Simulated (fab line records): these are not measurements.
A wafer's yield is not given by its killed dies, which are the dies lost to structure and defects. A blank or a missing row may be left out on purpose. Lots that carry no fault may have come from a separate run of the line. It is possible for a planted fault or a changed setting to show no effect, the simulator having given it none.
fab line records	flow n5-finfet
[record] lots = 9	wafers = 27	last-day = 19
route steps=1938 shown DUMMY_REMOVAL@377 HKMG_FIN@386 BEOL_M4@1111 PASSIVATION@1936
lots with no fault: from the same line, run without faults
start-h: hours from the record's first day to the start of the lot's first wafer shown	wait-h: how many hours have passed since the lot's step before this one	" the same as in the row above	L1.1+2: a row that stands for several wafers	- no value, or no start was given	* or withheld: withheld	< > ~ a bound
route shown NAME@n: names a module that has steps shown in the file, with the first one's number in the route	usual: mean/standard deviation taken from wafers without a fault	same: alike in all rows	chamber/n: place in a boat	sites: per-site readings	_std_site: the values' standard deviation	_edge_site: inner sites' mean taken away from outer sites' mean	radius-mm: for every site, how far away it sits from the centre of the wafer	mask NAME#n: copy n	behind: the most recent tool/chamber to have shaped the wafer	hold: why the lot went on hold/how many hours it stayed there/how the hold came to an end	device: whichever transistor did not switch (one of n, p or np)	end of line: tests of these same wafers at the route's end	where a step has no rows: the recipe by itself	killed: the dies lost at the first sort to structure and to defects; this is not the yield of the wafer	map: a wafer's dies, x killed, . not, _ none there
set.NAME: setting as actually run; set.NAME@STEP: the setting as run at that earlier step	model.NAME: the simulator's own value behind a step, which no gauge read
a sample of lots followed through the steps of the route, with each step as a table and each wafer as a row
services: the hour from which a tool's chamber was out of use, counted from the record's first day as start-h (under 0 if before that day), plus the number of hours and why
[[steps]]
[step N5_DUMMY_REMOVAL_HM_STRIP_01]
[recipe] chemistry = CH3F/O2	material = SiNx	target-depth-a = 40	stop-on = poly-Si	time-s = 6.8	over-etch-frac = 0.3	ion-energy-ev = 60	power-w = 410	bias-w = 29	Ar_flow_sccm = 150	CH3F_flow_sccm = 30	O2_flow_sccm = 20
[usual] drypump-motor-current-A = 5.5/0.37	oes-product-au = 0.65/0.071	rf-vpp-V = 127.5/0.88	showerhead-plenum-p-Torr = 2.00/0.052	throttle-valve-pct = 16.34/0.23
lot.wafer	tool	chamber	start-h	wait-h	drypump-motor-current-A	oes-product-au	rf-hours-counter-h	rf-vpp-V	showerhead-plenum-p-Torr	throttle-valve-pct
L749.3	rie-diel-05	3	115.42	0.0	5.4	0.64	108	128.3	2.02	16.08
L749.5	"	2	"	"	5.8	0.68	-	127.6	2.02	16.56
L749.6	"	3	"	"	5.4	0.64	-	126.3	2.02	16.09
L750.2	rie-diel-06	2	116.73	0.0	5.8	0.66	79	127.7	2.03	16.34
L750.4	"	3	"	"	5.2	0.58	225	128.9	1.97	16.64
L750.5	"	2	"	"	5.8	0.65	-	125.8	2.03	16.34
L754.4	rie-diel-03	1	149.44	0.0	5.1	0.68	77	125.7	2.03	16.12
L754.5	"	0	"	"	6.2	0.77	-	127.4	1.97	15.97
L754.6	"	1	"	"	5.1	0.67	-	128.2	2.03	16.13
L757.3	rie-diel-06	2	160.86	0.1	5.8	0.63	96	127.5	2.02	16.37
L757.4	"	1	"	"	5.7	0.56	250	125.3	1.89	16.55
L757.5	"	0	"	"	5.4	0.60	-	127.3	1.99	16.59
L758.2	rie-diel-06	2	166.55	0.0	5.8	0.63	99	128.2	2.02	16.37
L758.3	"	0	"	"	5.4	0.60	198	127.7	1.99	16.58
L758.4	"	0	"	"	5.4	0.59	-	126.5	1.99	16.59
L761.1	rie-diel-06	1	185.69	0.0	5.7	0.80	2	127.6	2.14	16.11
L761.3	"	0	"	"	5.4	0.59	205	127.1	1.99	16.61
L761.6	"	0	"	"	5.4	0.60	-	129.2	1.99	16.58
L762.1	rie-diel-06	1	192.25	0.0	5.7	0.79	5	129.1	2.14	16.10
L762.2	"	2	"	"	5.8	0.63	109	127.4	2.02	16.41
L762.3	"	0	"	"	5.4	0.59	208	127.9	1.99	16.61
L764.4	rie-diel-06	1	208.64	0.0	5.7	0.76	10	127.8	2.14	16.12
L764.5	"	3	"	"	5.1	0.79	-	127.6	1.96	16.19
L764.6	"	2	"	"	5.9	0.62	-	127.8	2.02	16.42
L765.1	rie-diel-06	3	211.78	0.0	5.1	0.78	5	127.3	1.96	16.20
L765.3	"	1	"	"	5.7	0.76	11	128.5	2.14	16.11
L765.6	"	3	"	"	5.2	0.79	-	126.4	1.96	16.20
[step N5_DUMMY_REMOVAL_INSPECT_06]
[recipe] inspect-instrument = brightfield	mode = aei
[usual] raw-defect-count = 12/4
lot.wafer	tool	chamber	start-h	wait-h	raw-defect-count
L749.3	defect-inspect-01	-	115.61	0.0	6
L749.5	"	-	"	"	8
L749.6	"	-	"	"	6
L750.2	defect-inspect-01	-	116.93	0.0	10
L750.4	"	-	"	"	10
L750.5	"	-	"	"	9
L754.4	defect-inspect-01	-	149.64	0.0	4
L754.5	"	-	"	"	13
L754.6	"	-	"	"	6
L757.3	defect-inspect-01	-	161.06	0.0	13
L757.4	"	-	"	"	15
L757.5	"	-	"	"	9
L758.2	defect-inspect-01	-	166.74	0.0	25
L758.3	"	-	"	"	15
L758.4	"	-	"	"	19
L761.1	defect-inspect-02	-	185.89	0.0	14
L761.3	"	-	"	"	14
L761.6	"	-	"	"	12
L762.1	defect-inspect-01	-	192.45	0.0	8
L762.2	"	-	"	"	11
L762.3	"	-	"	"	10
L764.4	defect-inspect-02	-	208.84	0.0	7
L764.5	"	-	"	"	16
L764.6	"	-	"	"	16
L765.1	defect-inspect-02	-	211.97	0.0	4
L765.3	"	-	"	"	7
L765.6	"	-	"	"	15
[step N5_HKMG_FIN_HK_ALD_01]
[recipe] material = HfO2	target-thk-a = 16	temp-c = withheld	ald-precursor-family = HfCl4	ald-co-reactant = H2O	pulse-time-s = 3	purge-time-s = 3	co-reactant-purge-time-s = 2.5	co-reactant-pulse-time-s = 0.3	ald-cycles = 30
[usual] precursor-pulse-height-rel = 1.001/0.02
[same] co-reactant-pulse-time-s = 0.3
lot.wafer	tool	chamber	start-h	wait-h	precursor-pulse-height-rel	since-wet-clean-h
L749.3	ald-hk-02	1	115.97	0.0	0.975	996
L749.5	"	1	"	"	0.984	-
L749.6	"	2	"	"	1.025	-
L750.2	ald-hk-03	2	117.28	0.0	0.994	1893
L750.4	"	0	"	"	0.990	1893
L750.5	"	2	"	"	1.005	-
L754.4	ald-hk-01	0	150.01	0.0	0.967	120
L754.5	"	3	"	"	0.986	-
L754.6	"	0	"	"	0.989	-
L757.3	ald-hk-02	2	161.41	0.0	1.018	1041
L757.4	"	3	"	"	1.019	1041
L757.5	"	0	"	"	1.026	-
L758.2	ald-hk-03	3	168.42	1.3	1.043	1944
L758.3	"	2	"	"	0.988	1944
L758.4	"	0	"	"	0.963	1944
L761.1	ald-hk-02	1	186.25	0.0	1.027	1066
L761.3	"	0	"	"	0.978	1066
L761.6	"	1	"	"	0.981	-
L762.1	ald-hk-02	2	192.80	0.0	0.998	1073
L762.2	"	1	"	"	0.967	1073
L762.3	"	0	"	"	0.981	1073
L764.4	ald-hk-01	0	209.20	0.0	0.999	179
L764.5	"	3	"	"	0.987	-
L764.6	"	2	"	"	1.008	-
L765.1	ald-hk-02	2	212.33	0.0	0.993	1092
L765.3	"	0	"	"	1.007	1092
L765.6	"	3	"	"	1.036	-
[step N5_HKMG_FIN_ETCH_54]
[recipe] chemistry = CF4	target = SiARC	target-depth-a = 455	mask-material = CAR-ArF	time-s = 75.8	ion-energy-ev = 80	pressure-mtorr = 40	source-w = 545	bias-w = 36	Ar_flow_sccm = 100	cf4-flow-sccm = 100	ends = cleared
[usual] cf4-flow-sccm = 100.00/0.3	drypump-motor-current-A = 5.5/0.39	etch-rf-on-time-s = 75.4/1	oes-product-au = 0.69/0.071	rf-vpp-V = 184.7/1.1	showerhead-plenum-p-Torr = 2.18/0.055	throttle-valve-pct = 15.59/0.21
lot.wafer	tool	chamber	start-h	wait-h	cf4-flow-sccm	drypump-motor-current-A	etch-rf-on-time-s	oes-product-au	rf-hours-counter-h	rf-vpp-V	showerhead-plenum-p-Torr	throttle-valve-pct
L749.3	rie-diel-04	2	116.91	0.0	99.39	5.4	74.0	0.76	44	184.9	2.18	15.53
L749.5	"	3	"	"	99.55	5.6	74.8	0.76	-	184.7	2.18	15.52
L749.6	"	0	"	"	99.68	5.8	75.8	0.62	-	184.6	2.12	15.76
L750.2	rie-diel-01	2	118.25	0.0	99.84	6.1	74.5	0.78	28	185.3	2.26	15.28
L750.4	"	1	"	"	100.27	5.9	75.6	0.60	202	185.7	2.21	15.68
L750.5	"	0	"	"	100.14	5.3	74.7	0.77	-	185.9	2.27	15.32
L754.4	rie-diel-02	1	151.10	0.0	99.73	4.7	75.7	0.72	85	184.8	2.16	15.78
L754.5	"	0	"	"	100.42	5.7	74.1	0.61	-	185.3	2.20	16.02
L754.6	"	1	"	"	99.81	4.7	75.8	0.71	-	184.4	2.16	15.76
L757.3	rie-diel-04	0	162.38	0.0	70.07	5.7	80.4	0.59	216	185.0	1.90	14.57
L757.4	"	3	"	"	100.41	5.6	75.1	0.73	44	184.3	2.17	15.53
L757.5	"	1	"	"	99.61	5.4	74.3	0.77	-	183.9	2.10	15.48
L758.2	rie-diel-04	3	169.52	0.0	100.25	5.6	74.5	0.74	46	183.2	2.17	15.54
L758.3	"	0	"	"	70.09	5.8	79.7	0.59	218	184.6	1.90	14.57
L758.4	"	1	"	"	100.43	5.4	74.2	0.77	31	182.8	2.10	15.47
L761.1	rie-diel-01	1	187.31	0.0	99.77	5.9	75.7	0.58	222	186.9	2.20	15.69
L761.3	"	3	"	"	99.93	5.7	76.2	0.75	44	183.0	2.09	15.40
L761.6	"	3	"	"	100.01	5.7	75.0	0.75	-	183.5	2.09	15.41
L762.1	rie-diel-01	1	193.75	0.0	100.34	5.9	74.8	0.59	225	185.5	2.20	15.71
L762.2	"	3	"	"	99.96	5.7	74.2	0.75	47	184.0	2.09	15.41
L762.3	"	0	"	"	99.91	5.3	75.0	0.74	64	184.0	2.26	15.37
L764.4	rie-diel-01	3	210.26	0.0	100.05	5.7	75.6	0.73	52	182.8	2.09	15.41
L764.5	"	3	"	"	99.84	5.7	75.9	0.74	-	184.0	2.09	15.41
L764.6	"	0	"	"	99.65	5.3	75.0	0.73	-	185.3	2.26	15.40
L765.1	rie-diel-01	2	213.44	0.0	100.14	6.1	74.7	0.74	63	185.5	2.25	15.35
L765.3	"	1	"	"	100.10	5.9	74.8	0.58	231	185.8	2.20	15.73
L765.6	"	2	"	"	100.00	6.1	74.9	0.74	-	184.7	2.25	15.35
[step N5_BEOL_M4_RC_MEAS_101]
[usual] DIBL_N = 36.2/1.2	DIBL_P = 36.3/1.3	IOFF_N = 0.155/0.019	IOFF_P = 0.210/0.029	ION_N = 677/8.6	ION_P = 465/6.8	SS_N = 71.4/0.48	SS_P = 73.2/0.53	VT_N = 249.9/2.4	VT_P = -250/3.2
lot.wafer	tool	chamber	start-h	wait-h	DIBL_N[mV/V]	DIBL_P[mV/V]	IOFF_N[nA/um]	IOFF_P[nA/um]	ION_N[uA/um]	ION_P[uA/um]	SS_N[mV/dec]	SS_P[mV/dec]	VT_N[mV]	VT_P[mV]
L749.3	prober-01	0	233.15	0.3	35.4	36.0	0.149	0.187	678	464	71.4	72.9	248.8	-254
L749.5	"	0	"	"	36.3	36.8	0.161	0.198	689	469	71.6	73.5	249.3	-252
L749.6	"	0	"	"	34.9	35.4	0.133	0.178	667	464	71.3	73.0	252.8	-255
L750.2	prober-02	0	233.38	0.2	35.4	35.1	0.155	0.235	679	473	71.8	73.3	247.3	-246
L750.4	"	0	"	"	36.1	35.5	0.165	0.245	683	477	71.8	73.4	248.0	-244
L750.5	"	0	"	"	35.5	35.5	0.158	0.257	671	474	71.6	73.4	248.7	-244
L754.4	prober-01	0	261.68	0.5	35.9	36.1	0.138	0.197	662	462	71.7	73.6	251.8	-250
L754.5	"	0	"	"	34.9	34.8	0.127	0.173	664	461	71.5	72.1	252.5	-252
L754.6	"	0	"	"	37.9	38.3	0.181	0.234	681	466	72.2	73.4	248.7	-250
L757.3	prober-01	0	265.65	0.3	37.0	37.8	0.187	0.269	680	469	71.5	74.1	245.6	-244
L757.4	"	0	"	"	36.3	37.1	0.175	0.266	696	479	71.9	73.7	247.8	-247
L757.5	"	0	"	"	36.7	37.1	0.172	0.257	686	478	71.8	73.1	245.8	-246
L758.2	prober-01	0	280.87	0.2	34.9	35.2	0.129	0.162	666	449	71.6	72.5	256.9	-258
L758.3	"	0	"	"	35.5	36.2	0.147	0.182	669	455	71.6	73.1	251.4	-253
L758.4	"	0	"	"	35.7	36.4	0.152	0.187	672	453	72.4	73.1	251.7	-254
L761.1	prober-02	0	284.92	0.0	35.8	36.8	0.170	0.225	678	472	71.5	73.3	245.8	-248
L761.3	"	0	"	"	35.6	36.4	0.158	0.217	681	469	71.2	73.2	249.6	-248
L761.6	"	0	"	"	34.0	34.9	0.139	0.197	679	467	70.5	73.4	247.4	-249
L762.1	prober-02	0	303.74	0.0	34.4	35.3	0.122	0.160	668	457	70.6	72.8	253.7	-255
L762.2	"	0	"	"	35.5	36.5	0.139	0.180	681	462	71.3	73.1	249.6	-254
L762.3	"	0	"	"	35.8	36.0	0.135	0.172	664	452	71.3	72.6	249.5	-251
L765.1	prober-02	0	322.78	0.0	35.4	33.4	0.128	0.159	657	451	70.9	72.4	252.2	-254
L765.3	"	0	"	"	36.9	35.5	0.159	0.188	673	459	71.7	72.8	250.4	-251
L765.6	"	0	"	"	37.4	36.0	0.164	0.199	674	458	71.9	73.6	249.7	-252
L764.4	prober-02	0	329.51	0.5	36.7	36.1	0.170	0.206	676	466	71.5	73.0	247.0	-251
L764.5	"	0	"	"	36.6	35.9	0.166	0.199	676	461	70.6	73.5	250.3	-252
L764.6	"	0	"	"	37.7	38.0	0.184	0.240	690	471	72.1	73.9	245.6	-249
[step N5_PASSIVATION_PROBE_49]
[usual] defect-limited-yield = 91.2/1.4	killed_at_M0_to_M3 = 34/10	killed_at_M4_up = 13/5.1	killed-at-contacts = 12/6.5	killed-at-front-end = 41/11	killed-at-other = 4/3.3	killed-dies = 104/16	killed-open = 69/13	killed-short = 33/7	sort_bin_5_function = 5.1/0.91	sort_bin_6_memory = 3.3/0.69	sort-n-pass = 1076/16	sort-yield-pct = 91.2/1.4
[same] gross-dies = 1180	killed-at-back-side = 0	sort_bin_4_leakage[%] = 0	sort_bin_8_speed[%] = 0
lot.wafer	tool	chamber	start-h	wait-h	defect-limited-yield[%]	killed_at_M0_to_M3	killed_at_M4_up	killed-at-contacts	killed-at-front-end	killed-at-other	killed-dies	killed-open	killed-short	sort_bin_5_function[%]	sort_bin_6_memory[%]	sort-n-pass	sort-yield-pct[%]
L749.3	prober-01	-	339.63	0.1	90.5	43	11	6	47	5	112	71	41	5.5	3.9	1068	90.5
L749.5	prober-01	-	339.73	0.2	91.2	33	26	9	31	5	104	75	29	5.5	3.1	1076	91.2
L749.6	prober-01	-	339.78	0.3	89.6	59	18	6	38	2	123	84	38	5.5	4.2	1057	89.6
// killed by level:class
L749.3 STI_FIN_REVEAL:geometric-particle:open=15 BEOL_M0_SAQP:geometric-particle:open=13 BEOL_M1:geometric-particle:open=7 FIN_SAQP:geometric-particle:open=6 FIN_SAQP:geometric-particle:short=6 BEOL_M0_SAQP:geometric-particle:short=6 BEOL_M2:geometric-particle:open=6 STI_FIN_REVEAL:geometric-particle:short=5
L749.5 BEOL_M4:geometric-particle:open=17 BEOL_M1:geometric-particle:open=11 FIN_SAQP:geometric-particle:open=9 BEOL_M0_SAQP:geometric-particle:open=8 FIN_SAQP:geometric-particle:short=6 STI_FIN_REVEAL:geometric-particle:open=6 MOL_CONTACT_COAG:geometric-particle:open=6 BEOL_M2:geometric-particle:open=6
L749.6 BEOL_M1:geometric-particle:open=19 BEOL_M0_SAQP:geometric-particle:short=14 STI_FIN_REVEAL:geometric-particle:open=12 BEOL_M0_SAQP:geometric-particle:open=10 BEOL_M2:geometric-particle:open=10 BEOL_M4:geometric-particle:open=7 FIN_SAQP:geometric-particle:short=6 MOL_CONTACT_COAG:geometric-particle:open=6
[[services]]
tool	chamber	start-h	hours	kind
rie-diel-02	0	113.52	7.3	repair
ald-hk-02	-	118.86	0.3	repair
rie-diel-01	1	136.85	10.3	repair
rie-diel-02	1	137.28	9.5	repair
rie-diel-06	1	144.27	14.9	repair
rie-diel-04	3	144.66	14.2	repair
ald-hk-03	-	150.49	8.7	pm
rie-diel-03	3	152.15	13.5	repair
rie-diel-03	-	157.17	10.0	pm
rie-diel-02	-	159.50	1.4	repair
rie-diel-06	1	161.77	-	clean
rie-diel-06	1	161.77	-	consumable-replace:focus-ring
rie-diel-06	1	161.77	-	consumable-replace:showerhead
rie-diel-06	1	161.77	18.3	scheduled-down
rie-diel-06	1	161.77	18.3	vent-cycle
rie-diel-05	3	175.74	3.6	repair
rie-diel-06	3	180.34	-	clean
rie-diel-06	3	180.34	-	consumable-replace:focus-ring
rie-diel-01	0	183.85	7.7	repair
rie-diel-02	3	195.74	3.8	repair
ald-hk-02	-	205.85	6.0	pm
rie-diel-04	1	207.48	14.3	repair
rie-diel-03	0	209.33	4.7	repair
rie-diel-04	-	209.64	0.6	repair
[[key]]
[first-sign] step = N5_HKMG_FIN_ETCH_54	reading = cf4-flow-sccm	direction = down	sigmas = 99+	usual = 100.00	struck = 70.08
[effect] step = N5_HKMG_FIN_ETCH_54	reading = showerhead-plenum-p-Torr	direction = down	sigmas = 5.1	usual = 2.18	struck = 1.90
met-at N5_HKMG_FIN_ETCH_54
struck-lots L757,L758
struck-wafers L757.3,L758.3
not-acting-at N5_DUMMY_REMOVAL_HM_STRIP_01,N5_DUMMY_REMOVAL_INSPECT_06,N5_HKMG_FIN_HK_ALD_01
onset-between 116.91 162.38
[fault] kind = process-parameter-drift	tool = rie-diel-04	chamber = 0	onset-h = 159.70	steps = N5_HKMG_FIN_ETCH_54	channel = cf4-flow-sccm	offset = -30	shape = step	end-h = 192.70	acts-in = these-recipes-only	stated = 100
